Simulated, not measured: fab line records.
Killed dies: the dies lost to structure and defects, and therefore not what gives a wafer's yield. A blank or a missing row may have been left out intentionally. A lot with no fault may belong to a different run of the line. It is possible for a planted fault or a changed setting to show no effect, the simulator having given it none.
The tool behind it: which one? || flow nand harc || 36 wafers from 12 lots sampled at 5 of the route's 1302 steps

WHAT THE GAUGES SHOWED, per wafer
NHARC_A_BLC_INSPECT_28.
{"lot": "L751", "measured": "day 22 07:24", "on": "defect inspect-02", "raw defect count": "486 688 460"}
{"lot": "L752", "measured": "day 23 03:08", "on": "defect inspect-01", "raw defect count": "383 395 405"}
{"lot": "L753", "measured": "day 23 09:47", "on": "defect inspect-02", "raw defect count": "416 457 409"}
{"lot": "L754", "measured": "day 24 00:04", "on": "defect inspect-02", "raw defect count": "885 658 518"}
{"lot": "L755", "measured": "day 24 01:46", "on": "defect inspect-01", "raw defect count": "425 412 485"}
{"lot": "L756", "measured": "day 25 00:03", "on": "defect inspect-02", "raw defect count": "392 348 354"}
{"lot": "L759", "measured": "day 25 21:04", "on": "defect inspect-01", "raw defect count": "571 494 287"}
{"lot": "L758", "measured": "day 26 03:04", "on": "defect inspect-01", "raw defect count": "640 917 628"}
{"lot": "L761", "measured": "day 27 01:37", "on": "defect inspect-02", "raw defect count": "447 573 476"}
{"lot": "L768", "measured": "day 30 01:38", "on": "defect inspect-02", "raw defect count": "511 586 554"}
{"lot": "L771", "measured": "day 30 19:41", "on": "defect inspect-01", "raw defect count": "347 333 377"}
{"lot": "L773", "measured": "day 31 18:03", "on": "defect inspect-01", "raw defect count": "772 437 661"}

NHARC_END_SORT_01.
{"lot": "L756", "measured": "day 26 14:56", "on": "prober-01", "defect limited yield (%)": "93 93 92", "killed at array": "42 47 52", "killed at other": "1 0 0", "killed at periphery": "2 0 0", "killed dies": "45 47 52", "killed open": "3 1 0", "killed short": "3 2 3"}
{"lot": "L768", "measured": "day 31 18:04", "on": "prober-01", "defect limited yield (%)": "85 84 81", "killed at array": "98 106 123", "killed at other": "0 0 0", "killed at periphery": "2 1 4", "killed dies": "100 107 127", "killed open": "2 2 4", "killed short": "4 2 1"}
{"lot": "L771", "measured": "day 33 01:31", "on": "prober-01", "defect limited yield (%)": "93 93 96", "killed at array": "37 34 22", "killed at other": "0 0 0", "killed at periphery": "11 14 8", "killed dies": "48 48 30", "killed open": "5 4 3", "killed short": "2 1 1"}

WHICH TOOL RAN EACH LOT (tool, then ch and the chambers of the sampled wafers, then the start)
{"lot": "L751", "NHARC_A_BLC_STRIP_29": "rie diel-04 ch 0,1, day 22 05:15", "NHARC_A_BLC_CMP_25": "cmp-03 ch 0,2,3, day 22 07:01", "NHARC_A_M0_ETCH_34": "rie diel-09 ch 1,2,3, day 22 08:34"}
{"lot": "L752", "NHARC_A_BLC_STRIP_29": "rie diel-04 ch 0,1,2, day 23 01:13", "NHARC_A_BLC_CMP_25": "cmp-03 ch 1,2,3, day 23 02:43", "NHARC_A_M0_ETCH_34": "rie diel-09 ch 0,1,3, day 23 04:10"}
{"lot": "L753", "NHARC_A_BLC_STRIP_29": "rie diel-07 ch 0,1,3, day 23 07:52", "NHARC_A_BLC_CMP_25": "cmp-02 ch 0,2,3, day 23 09:22", "NHARC_A_M0_ETCH_34": "rie diel-05 ch 1,2,3, day 23 10:57"}
{"lot": "L754", "NHARC_A_BLC_STRIP_29": "rie diel-07 ch 1,2, day 23 22:10", "NHARC_A_BLC_CMP_25": "cmp-01 ch 1,2,3, day 23 23:44", "NHARC_A_M0_ETCH_34": "rie diel-03 ch 2,3, day 24 01:18"}
{"lot": "L755", "NHARC_A_BLC_STRIP_29": "rie diel-04 ch 0,1,3, day 23 23:52", "NHARC_A_BLC_CMP_25": "cmp-03 ch 0,2,3, day 24 01:23", "NHARC_A_M0_ETCH_34": "rie diel-03 ch 0,2,3, day 24 02:56"}
{"lot": "L756", "NHARC_A_BLC_STRIP_29": "rie diel-07 ch 1,2, day 24 22:09", "NHARC_A_BLC_CMP_25": "cmp-02 ch 0,1,3, day 24 23:41", "NHARC_A_M0_ETCH_34": "rie diel-09 ch 0,2, day 25 01:06"}
{"lot": "L759", "NHARC_A_BLC_STRIP_29": "rie diel-11 ch 2,3, day 25 19:08", "NHARC_A_BLC_CMP_25": "cmp-02 ch 1,2, day 25 20:39", "NHARC_A_M0_ETCH_34": "rie diel-09 ch 1,2,3, day 25 22:14"}
{"lot": "L758", "NHARC_A_BLC_STRIP_29": "rie diel-07 ch 0,1,2, day 26 01:07", "NHARC_A_BLC_CMP_25": "cmp-03 ch 1,3, day 26 02:40", "NHARC_A_M0_ETCH_34": "rie diel-05 ch 0,2, day 26 04:07"}
{"lot": "L761", "NHARC_A_BLC_STRIP_29": "rie diel-11 ch 0,1,2, day 26 23:42", "NHARC_A_BLC_CMP_25": "cmp-03 ch 1,2,3, day 27 01:13", "NHARC_A_M0_ETCH_34": "rie diel-09 ch 0,2,3, day 27 02:47"}
{"lot": "L768", "NHARC_A_BLC_STRIP_29": "rie diel-07 ch 0,2,3, day 29 23:43", "NHARC_A_BLC_CMP_25": "cmp-01 ch 1,2, day 30 01:15", "NHARC_A_M0_ETCH_34": "rie diel-09 ch 0,2,3, day 30 02:49"}
{"lot": "L771", "NHARC_A_BLC_STRIP_29": "rie diel-11 ch 0,1, day 30 17:45", "NHARC_A_BLC_CMP_25": "cmp-02 ch 0,1,2, day 30 19:20", "NHARC_A_M0_ETCH_34": "rie diel-09 ch 0,2,3, day 30 20:53"}
{"lot": "L773", "NHARC_A_BLC_STRIP_29": "rie diel-11 ch 2,3, day 31 16:07", "NHARC_A_BLC_CMP_25": "cmp-02 ch 1,2,3, day 31 17:38", "NHARC_A_M0_ETCH_34": "rie diel-05 ch 1,2,3, day 31 19:13"}
- NHARC_A_BLC_STRIP_29: strips in CF4.
- NHARC_A_BLC_CMP_25: polishes, t overpolish 30 s, target thk 150 nm.
- NHARC_A_M0_ETCH_34: etches the open film in N2/H2, target depth 40 nm, overetch 12 nm, time 43.94 s.

AS READ BY THE TOOLS THEMSELVES (means over the sampled wafers that have a number; for cases with no such wafer, the mark the record gives instead)
NHARC_A_BLC_STRIP_29.
{"lot": "L751", "tool": "rie diel-04", "drypump motor current A (A)": 5.7, "oes product au (a.u.)": 0.992, "rf vpp V (V)": 59.7, "showerhead plenum p Torr (Torr)": 1.75, "throttle valve pct (%)": 13.285}
{"lot": "L752", "tool": "rie diel-04", "drypump motor current A (A)": 5.7, "oes product au (a.u.)": 0.995, "rf vpp V (V)": 58.6, "showerhead plenum p Torr (Torr)": 1.72, "throttle valve pct (%)": 13.279}
{"lot": "L753", "tool": "rie diel-07", "drypump motor current A (A)": 5.3, "oes product au (a.u.)": 1.018, "rf vpp V (V)": 59.0, "showerhead plenum p Torr (Torr)": 1.69, "throttle valve pct (%)": 13.280}
{"lot": "L754", "tool": "rie diel-07", "drypump motor current A (A)": 5.1, "oes product au (a.u.)": 1.014, "rf vpp V (V)": 59.0, "showerhead plenum p Torr (Torr)": 1.65, "throttle valve pct (%)": 13.289}
{"lot": "L755", "tool": "rie diel-04", "drypump motor current A (A)": 5.9, "oes product au (a.u.)": 1.003, "rf vpp V (V)": 59.4, "showerhead plenum p Torr (Torr)": 1.78, "throttle valve pct (%)": 13.283}
{"lot": "L756", "tool": "rie diel-07", "drypump motor current A (A)": 5.1, "oes product au (a.u.)": 1.014, "rf vpp V (V)": 58.4, "showerhead plenum p Torr (Torr)": 1.65, "throttle valve pct (%)": 13.286}
{"lot": "L759", "tool": "rie diel-11", "drypump motor current A (A)": 6.1, "oes product au (a.u.)": 1.003, "rf vpp V (V)": 59.9, "showerhead plenum p Torr (Torr)": 1.80, "throttle valve pct (%)": 13.286}
{"lot": "L758", "tool": "rie diel-07", "drypump motor current A (A)": 5.3, "oes product au (a.u.)": 1.006, "rf vpp V (V)": 60.0, "showerhead plenum p Torr (Torr)": 1.68, "throttle valve pct (%)": 13.281}
{"lot": "L761", "tool": "rie diel-11", "drypump motor current A (A)": 6.1, "oes product au (a.u.)": 0.991, "rf vpp V (V)": 59.4, "showerhead plenum p Torr (Torr)": 1.78, "throttle valve pct (%)": 13.282}
{"lot": "L768", "tool": "rie diel-07", "drypump motor current A (A)": 5.3, "oes product au (a.u.)": 0.989, "rf vpp V (V)": 58.3, "showerhead plenum p Torr (Torr)": 1.68, "throttle valve pct (%)": 13.284}
{"lot": "L771", "tool": "rie diel-11", "drypump motor current A (A)": 6.5, "oes product au (a.u.)": 0.994, "rf vpp V (V)": 59.2, "showerhead plenum p Torr (Torr)": 1.73, "throttle valve pct (%)": 13.288}
{"lot": "L773", "tool": "rie diel-11", "drypump motor current A (A)": 6.1, "oes product au (a.u.)": 1.000, "rf vpp V (V)": 59.6, "showerhead plenum p Torr (Torr)": 1.80, "throttle valve pct (%)": 13.289}

NHARC_A_BLC_CMP_25.
{"lot": "L751", "tool": "cmp-03", "motor current A (A)": 12.5, "overpolish run s (s)": 29.997, "time to endpoint s (s)": 28}
{"lot": "L752", "tool": "cmp-03", "motor current A (A)": 12.7, "overpolish run s (s)": 29.996, "time to endpoint s (s)": 29}
{"lot": "L753", "tool": "cmp-02", "motor current A (A)": 12.1, "overpolish run s (s)": 29.995, "time to endpoint s (s)": 31}
{"lot": "L754", "tool": "cmp-01", "motor current A (A)": 12.3, "overpolish run s (s)": 30.002, "time to endpoint s (s)": 32}
{"lot": "L755", "tool": "cmp-03", "motor current A (A)": 12.2, "overpolish run s (s)": 29.994, "time to endpoint s (s)": 31}
{"lot": "L756", "tool": "cmp-02", "motor current A (A)": 12.4, "overpolish run s (s)": 29.990, "time to endpoint s (s)": 30}
{"lot": "L759", "tool": "cmp-02", "motor current A (A)": 11.4, "overpolish run s (s)": 29.992, "time to endpoint s (s)": 28}
{"lot": "L758", "tool": "cmp-03", "motor current A (A)": 12.5, "overpolish run s (s)": 29.997, "time to endpoint s (s)": 26}
{"lot": "L761", "tool": "cmp-03", "motor current A (A)": 12.7, "overpolish run s (s)": 29.993, "time to endpoint s (s)": 28}
{"lot": "L768", "tool": "cmp-01", "motor current A (A)": 11.7, "overpolish run s (s)": 30.011, "time to endpoint s (s)": 32}
{"lot": "L771", "tool": "cmp-02", "motor current A (A)": 12.1, "overpolish run s (s)": 30.000, "time to endpoint s (s)": 28}
{"lot": "L773", "tool": "cmp-02", "motor current A (A)": 11.4, "overpolish run s (s)": 30.001, "time to endpoint s (s)": 29}

NHARC_A_M0_ETCH_34.
{"lot": "L751", "tool": "rie diel-09", "drypump motor current A (A)": 6.0, "oes product au (a.u.)": 1.008, "rf vpp V (V)": 432.5, "run length s (s)": 64.8, "showerhead plenum p Torr (Torr)": 2.11, "throttle valve pct (%)": 14.169}
{"lot": "L752", "tool": "rie diel-09", "drypump motor current A (A)": 6.0, "oes product au (a.u.)": 1.001, "rf vpp V (V)": 431.7, "run length s (s)": 64.7, "showerhead plenum p Torr (Torr)": 2.08, "throttle valve pct (%)": 14.174}
{"lot": "L753", "tool": "rie diel-05", "drypump motor current A (A)": 5.7, "oes product au (a.u.)": 1.012, "rf vpp V (V)": 430.5, "run length s (s)": 65.1, "showerhead plenum p Torr (Torr)": 2.03, "throttle valve pct (%)": 14.163}
{"lot": "L754", "tool": "rie diel-03", "drypump motor current A (A)": 6.4, "oes product au (a.u.)": 0.998, "rf vpp V (V)": 429.7, "run length s (s)": 65.7, "showerhead plenum p Torr (Torr)": 2.03, "throttle valve pct (%)": 14.179}
{"lot": "L755", "tool": "rie diel-03", "drypump motor current A (A)": 5.9, "oes product au (a.u.)": 0.996, "rf vpp V (V)": 432.0, "run length s (s)": 65.6, "showerhead plenum p Torr (Torr)": 2.08, "throttle valve pct (%)": 14.171}
{"lot": "L756", "tool": "rie diel-09", "drypump motor current A (A)": 6.2, "oes product au (a.u.)": 0.990, "rf vpp V (V)": 430.4, "run length s (s)": 64.9, "showerhead plenum p Torr (Torr)": 2.03, "throttle valve pct (%)": 14.170}
{"lot": "L759", "tool": "rie diel-09", "drypump motor current A (A)": 6.0, "oes product au (a.u.)": 1.013, "rf vpp V (V)": 433.1, "run length s (s)": 64.9, "showerhead plenum p Torr (Torr)": 2.11, "throttle valve pct (%)": 14.165}
{"lot": "L758", "tool": "rie diel-05", "drypump motor current A (A)": 5.6, "oes product au (a.u.)": 0.998, "rf vpp V (V)": 428.3, "run length s (s)": 64.9, "showerhead plenum p Torr (Torr)": 1.96, "throttle valve pct (%)": 14.175}
{"lot": "L761", "tool": "rie diel-09", "drypump motor current A (A)": 6.1, "oes product au (a.u.)": 1.007, "rf vpp V (V)": 431.9, "run length s (s)": 65.1, "showerhead plenum p Torr (Torr)": 2.07, "throttle valve pct (%)": 14.176}
{"lot": "L768", "tool": "rie diel-09", "drypump motor current A (A)": 6.1, "oes product au (a.u.)": 1.003, "rf vpp V (V)": 431.8, "run length s (s)": 61.3, "showerhead plenum p Torr (Torr)": 2.07, "throttle valve pct (%)": 14.177}
{"lot": "L771", "tool": "rie diel-09", "drypump motor current A (A)": 6.1, "oes product au (a.u.)": 0.998, "rf vpp V (V)": 430.9, "run length s (s)": 61.3, "showerhead plenum p Torr (Torr)": 2.07, "throttle valve pct (%)": 14.173}
{"lot": "L773", "tool": "rie diel-05", "drypump motor current A (A)": 5.8, "oes product au (a.u.)": 0.999, "rf vpp V (V)": 429.5, "run length s (s)": 65.3, "showerhead plenum p Torr (Torr)": 2.02, "throttle valve pct (%)": 14.179}

THE ANSWER, worked out from the rows above alone
Rule: what is usual is taken from the lots themselves. Put in order of their means at a reading, lots are off if they are a third of the lots or fewer, leave a main group of 4 or more, and stand apart from it by a gap of 3 or more times the standard deviation of the main group's means; of several such gaps the widest counts. Not used: any main group whose means are identical at the precision the tables above print for the reading. Also off: a lot with no number at a reading for which 4 or more lots have one. Any other lot the step has rows for is counted as sound. The gauges are gone through in route order, then the tools' own readings, and for those a lot's mean is taken as printed above. The first step at which some lot is off is used, and at that step the reading that is off furthest; a lot without a number counts as furthest.
Off at NHARC_A_M0_ETCH_34 (run length s): L768, L771. Main group: mean 65.1 s, sd 0.32.
A tool fits if, at that step or a process step before it, it ran every lot that is off, and no sound lot after the first of them. One candidate fits, namely rie diel-09 at NHARC_A_M0_ETCH_34. A fault onset in the window from L761 (day 27 02:47, its last sound lot) to L768 (day 30 02:49, its first lot off) fits.
On the lots that are off, the tool's own readings at NHARC_A_M0_ETCH_34 differ by more than 5 times the standard deviation of the sound lots' means, which bears it out; run length s reads 61.3 s there versus 65.1 s on the sound lots.

WHAT HAD BEEN PUT IN BY THE SIMULATOR
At NHARC_A_M0_ETCH_34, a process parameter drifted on rie diel-09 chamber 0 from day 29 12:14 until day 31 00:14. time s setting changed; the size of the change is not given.
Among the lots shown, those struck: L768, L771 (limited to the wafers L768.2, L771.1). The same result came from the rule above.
